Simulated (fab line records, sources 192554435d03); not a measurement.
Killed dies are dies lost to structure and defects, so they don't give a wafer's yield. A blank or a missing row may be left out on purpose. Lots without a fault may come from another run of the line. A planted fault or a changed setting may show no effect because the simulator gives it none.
Chamber matching | flow n5_finfet | N5_PASSIVATION_PECVD_01 on pecvd-04: 3 sister chambers
The step deposits SiNx from SiH4/NH3/N2, target thk 200 nm, time 43.2 s. 18 wafers are shown with their chamber, then 9 later ones without.

WAFERS WITH THEIR CHAMBER
wafer  | chamber | throttle_valve_pct (%) | showerhead_plenum_p_Torr (Torr) | heater_power_w (W)
L074.2 | 1       | 36.0                   | 8.70                            | 351
L074.3 | 2       | 28.5                   | 8.55                            | 438
L074.5 | 2       | 28.5                   | 8.54                            | 462
L075.3 | 1       | 35.7                   | 8.66                            | 323
L075.5 | 0       | 30.1                   | 8.79                            | 448
L075.6 | 2       | 28.5                   | 8.55                            | 474
L077.1 | 0       | 30.0                   | 8.84                            | 421
L077.4 | 1       | 35.8                   | 8.69                            | 405
L077.5 | 0       | 29.8                   | 8.82                            | 413
L081.2 | 1       | 35.7                   | 8.69                            | 289
L081.3 | 0       | 29.8                   | 8.81                            | 418
L081.4 | 0       | 29.9                   | 8.85                            | 435
L085.1 | 2       | 29.0                   | 8.53                            | 499
L085.2 | 0       | 29.7                   | 8.84                            | 322
L085.4 | 1       | 35.9                   | 8.68                            | 352
L092.1 | 2       | 29.0                   | 8.56                            | 490
L092.3 | 2       | 29.1                   | 8.54                            | 511
L092.5 | 0       | 29.8                   | 8.84                            | 444

SIGNATURES (means of the wafers above)
reading                  | chamber 0 | chamber 1 | chamber 2 | scatter within a chamber
throttle_valve_pct       | 29.871    | 35.820    | 28.767    | 0.203
showerhead_plenum_p_Torr | 8.8271    | 8.6840    | 8.5450    | 0.0168
heater_power_w           | 414.43    | 344.00    | 479.00    | 38.2
Rule: a wafer's distance from a chamber is the root of the sum, over the readings, of the square of ((its reading less the chamber's mean) divided by the reading's scatter). The wafer belongs to the nearest chamber; if the next one is less than 2 further off, it can't be placed. The scatter: the root of (the sum of the squares of (reading less its chamber's mean) over the shown wafers, divided by (wafers less chambers)).

WAFERS WITHOUT THEIR CHAMBER
wafer  | throttle_valve_pct (%) | showerhead_plenum_p_Torr (Torr) | heater_power_w (W)
L097.1 | 29.8                   | 8.82                            | 376
L097.4 | 29.8                   | 8.82                            | 385
L097.6 | 30.1                   | 8.82                            | 392
L096.2 | 28.4                   | 8.69                            | 369
L096.3 | 29.9                   | 8.82                            | 330
L096.4 | 28.1                   | 8.65                            | 395
L095.2 | 29.8                   | 8.83                            | 422
L095.4 | 29.8                   | 8.82                            | 422
L095.5 | 30.0                   | 8.82                            | 432

WHICH CHAMBER EACH WENT THROUGH
wafer  | from the rows above     | in truth
L097.1 | 0                       | 0
L097.4 | 0                       | 0
L097.6 | 0                       | 0
L096.2 | can't be placed: 2 or 0 | 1
L096.3 | 0                       | 0
L096.4 | 2                       | 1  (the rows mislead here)
L095.2 | 0                       | 0
L095.4 | 0                       | 0
L095.5 | 0                       | 0
Placed correctly: 7 of 9. Can't be placed from these rows: 1 (the true chamber is among the candidates in 0). Placed wrongly: 1.
